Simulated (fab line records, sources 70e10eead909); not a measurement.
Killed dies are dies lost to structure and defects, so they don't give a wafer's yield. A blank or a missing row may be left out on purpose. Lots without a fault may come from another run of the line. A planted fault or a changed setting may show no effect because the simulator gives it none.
Chamber matching | flow nand_harc | NHARC_A_STAIRCASE_TRIM_220 on rie_diel-02: 4 sister chambers
The step chemistry O2, time 211.2 s. 18 wafers are shown with their chamber, then 9 later ones without.

WAFERS WITH THEIR CHAMBER
wafer  | chamber | showerhead_plenum_p_Torr (Torr) | drypump_motor_current_A (A) | oes_product_au (a.u.)
L074.3 | 1       | 3.41                            | 5.6                         | 1.008
L074.4 | 2       | 3.34                            | 5.4                         | 1.007
L074.6 | 3       | 3.50                            | 5.4                         | 1.016
L079.1 | 2       | 3.33                            | 5.5                         | 0.985
L079.4 | 1       | 3.41                            | 5.7                         | 0.995
L079.5 | 1       | 3.41                            | 5.7                         | 0.985
L082.1 | 1       | 3.40                            | 5.7                         | 0.986
L082.2 | 2       | 3.33                            | 5.4                         | 0.989
L082.6 | 2       | 3.33                            | 5.4                         | 0.994
L084.1 | 0       | 3.80                            | 4.9                         | 0.999
L084.3 | 1       | 3.40                            | 5.6                         | 0.994
L084.6 | 2       | 3.32                            | 5.4                         | 1.003
L086.2 | 0       | 3.79                            | 4.9                         | 0.999
L086.4 | 3       | 3.47                            | 5.4                         | 1.002
L086.6 | 2       | 3.32                            | 5.4                         | 0.986
L085.1 | 3       | 3.47                            | 5.4                         | 1.002
L085.2 | 2       | 3.32                            | 5.4                         | 0.985
L085.5 | 0       | 3.79                            | 4.9                         | 1.015

SIGNATURES (means of the wafers above)
reading                  | chamber 0 | chamber 1 | chamber 2 | chamber 3 | scatter within a chamber
showerhead_plenum_p_Torr | 3.7933    | 3.4060    | 3.3271    | 3.4800    | 0.00898
drypump_motor_current_A  | 4.900     | 5.660     | 5.414     | 5.400     | 0.0383
oes_product_au           | 1.00433   | 0.99360   | 0.99271   | 1.00667   | 0.00899
Rule: a wafer's distance from a chamber is the root of the sum, over the readings, of the square of ((its reading less the chamber's mean) divided by the reading's scatter). The wafer belongs to the nearest chamber; if the next one is less than 2 further off, it can't be placed. The scatter: the root of (the sum of the squares of (reading less its chamber's mean) over the shown wafers, divided by (wafers less chambers)).

WAFERS WITHOUT THEIR CHAMBER
wafer  | showerhead_plenum_p_Torr (Torr) | drypump_motor_current_A (A) | oes_product_au (a.u.)
L088.2 | 3.79                            | 4.9                         | 1.006
L088.4 | 3.47                            | 5.4                         | 1.001
L088.5 | 3.79                            | 4.9                         | 1.007
L089.2 | 3.32                            | 5.4                         | 0.988
L089.3 | 3.47                            | 5.4                         | 1.001
L089.4 | 3.39                            | 5.7                         | 0.996
L097.1 | 3.38                            | 5.7                         | 1.000
L097.4 | 3.30                            | 5.4                         | 0.995
L097.5 | 3.46                            | 5.4                         | 0.999

WHICH CHAMBER EACH WENT THROUGH
wafer  | from the rows above | in truth
L088.2 | 0                   | 0
L088.4 | 3                   | 3
L088.5 | 0                   | 0
L089.2 | 2                   | 2
L089.3 | 3                   | 3
L089.4 | 1                   | 1
L097.1 | 1                   | 1
L097.4 | 2                   | 2
L097.5 | 3                   | 3
Placed correctly: 9 of 9. Can't be placed from these rows: 0. Placed wrongly: 0.
